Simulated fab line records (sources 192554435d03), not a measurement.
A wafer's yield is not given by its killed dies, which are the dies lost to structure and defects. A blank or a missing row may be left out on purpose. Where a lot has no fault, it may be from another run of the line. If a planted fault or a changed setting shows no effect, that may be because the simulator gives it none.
Matching of chambers / flow n5Finfet / N5_MOL_CONTACT_COAG_ETCHBACK_136 on rieDiel-04 has 4 sister chambers
The step etches SiO2 in CHF3, target depth 25 nm, time 16.7 s. 16 wafers are shown with their chamber, then 8 later ones without.

== WAFERS, EACH WITH ITS CHAMBER ==
wafer=L074.2; chamber=1; showerheadPlenumPTorr (Torr)=2.43; rfVppV (V)=540; drypumpMotorCurrentA (A)=5.7
wafer=L074.3; chamber=3; showerheadPlenumPTorr (Torr)=2.47; rfVppV (V)=525; drypumpMotorCurrentA (A)=5.6
wafer=L074.5; chamber=0; showerheadPlenumPTorr (Torr)=2.25; rfVppV (V)=524; drypumpMotorCurrentA (A)=5.6
wafer=L078.1; chamber=1; showerheadPlenumPTorr (Torr)=2.42; rfVppV (V)=541; drypumpMotorCurrentA (A)=5.8
wafer=L078.2; chamber=3; showerheadPlenumPTorr (Torr)=2.47; rfVppV (V)=525; drypumpMotorCurrentA (A)=5.7
wafer=L078.4; chamber=3; showerheadPlenumPTorr (Torr)=2.46; rfVppV (V)=526; drypumpMotorCurrentA (A)=5.7
wafer=L079.1; chamber=2; showerheadPlenumPTorr (Torr)=2.44; rfVppV (V)=495; drypumpMotorCurrentA (A)=4.8
wafer=L079.3; chamber=3; showerheadPlenumPTorr (Torr)=2.46; rfVppV (V)=524; drypumpMotorCurrentA (A)=5.6
wafer=L079.6; chamber=2; showerheadPlenumPTorr (Torr)=2.44; rfVppV (V)=494; drypumpMotorCurrentA (A)=4.7
wafer=L081.1; chamber=1; showerheadPlenumPTorr (Torr)=2.42; rfVppV (V)=541; drypumpMotorCurrentA (A)=5.8
wafer=L081.4; chamber=0; showerheadPlenumPTorr (Torr)=2.25; rfVppV (V)=523; drypumpMotorCurrentA (A)=5.5
wafer=L081.6; chamber=1; showerheadPlenumPTorr (Torr)=2.42; rfVppV (V)=540; drypumpMotorCurrentA (A)=5.8
wafer=L083.2; chamber=0; showerheadPlenumPTorr (Torr)=2.25; rfVppV (V)=523; drypumpMotorCurrentA (A)=5.6
wafer=L083.3; chamber=3; showerheadPlenumPTorr (Torr)=2.46; rfVppV (V)=526; drypumpMotorCurrentA (A)=5.7
wafer=L083.4; chamber=1; showerheadPlenumPTorr (Torr)=2.42; rfVppV (V)=542; drypumpMotorCurrentA (A)=5.8
wafer=L084.4; chamber=2; showerheadPlenumPTorr (Torr)=2.44; rfVppV (V)=495; drypumpMotorCurrentA (A)=4.8

SIGNATURES (means of the wafers above)
reading=showerheadPlenumPTorr; chamber 0=2.2500; chamber 1=2.4220; chamber 2=2.4400; chamber 3=2.4640; scatter within a chamber=0.00408
reading=rfVppV; chamber 0=523.33; chamber 1=540.80; chamber 2=494.67; chamber 3=525.20; scatter within a chamber=0.76
reading=drypumpMotorCurrentA; chamber 0=5.567; chamber 1=5.780; chamber 2=4.767; chamber 3=5.660; scatter within a chamber=0.0527
Rule: distance of a wafer from a chamber = root of the sum over the readings of ((wafer's reading minus chamber's mean) / reading's scatter) squared. If the next closest chamber is less than 2 further off than the closest, the wafer can't be placed; otherwise it belongs to the closest. How the scatter is found: for the shown wafers, subtract from each reading the mean of its chamber, square and add these, divide the total by (wafers less chambers), then take the root.

== WAFERS WITHOUT THEIR CHAMBER ==
wafer=L084.5; showerheadPlenumPTorr (Torr)=2.46; rfVppV (V)=525; drypumpMotorCurrentA (A)=5.7
wafer=L084.6; showerheadPlenumPTorr (Torr)=2.44; rfVppV (V)=495; drypumpMotorCurrentA (A)=4.7
wafer=L085.3; showerheadPlenumPTorr (Torr)=2.25; rfVppV (V)=523; drypumpMotorCurrentA (A)=5.6
wafer=L085.4; showerheadPlenumPTorr (Torr)=2.42; rfVppV (V)=541; drypumpMotorCurrentA (A)=5.8
wafer=L085.5; showerheadPlenumPTorr (Torr)=2.25; rfVppV (V)=522; drypumpMotorCurrentA (A)=5.6
wafer=L089.1; showerheadPlenumPTorr (Torr)=2.42; rfVppV (V)=541; drypumpMotorCurrentA (A)=5.7
wafer=L089.2; showerheadPlenumPTorr (Torr)=2.44; rfVppV (V)=495; drypumpMotorCurrentA (A)=4.7
wafer=L089.6; showerheadPlenumPTorr (Torr)=2.46; rfVppV (V)=524; drypumpMotorCurrentA (A)=5.6

== EACH ONE'S CHAMBER ==
wafer=L084.5; from the rows above=3; in truth=3
wafer=L084.6; from the rows above=2; in truth=2
wafer=L085.3; from the rows above=0; in truth=0
wafer=L085.4; from the rows above=1; in truth=1
wafer=L085.5; from the rows above=0; in truth=0
wafer=L089.1; from the rows above=1; in truth=1
wafer=L089.2; from the rows above=2; in truth=2
wafer=L089.6; from the rows above=3; in truth=3
Correct placement for 8 of the 8. Not placeable from these rows: 0. Wrongly placed: 0.
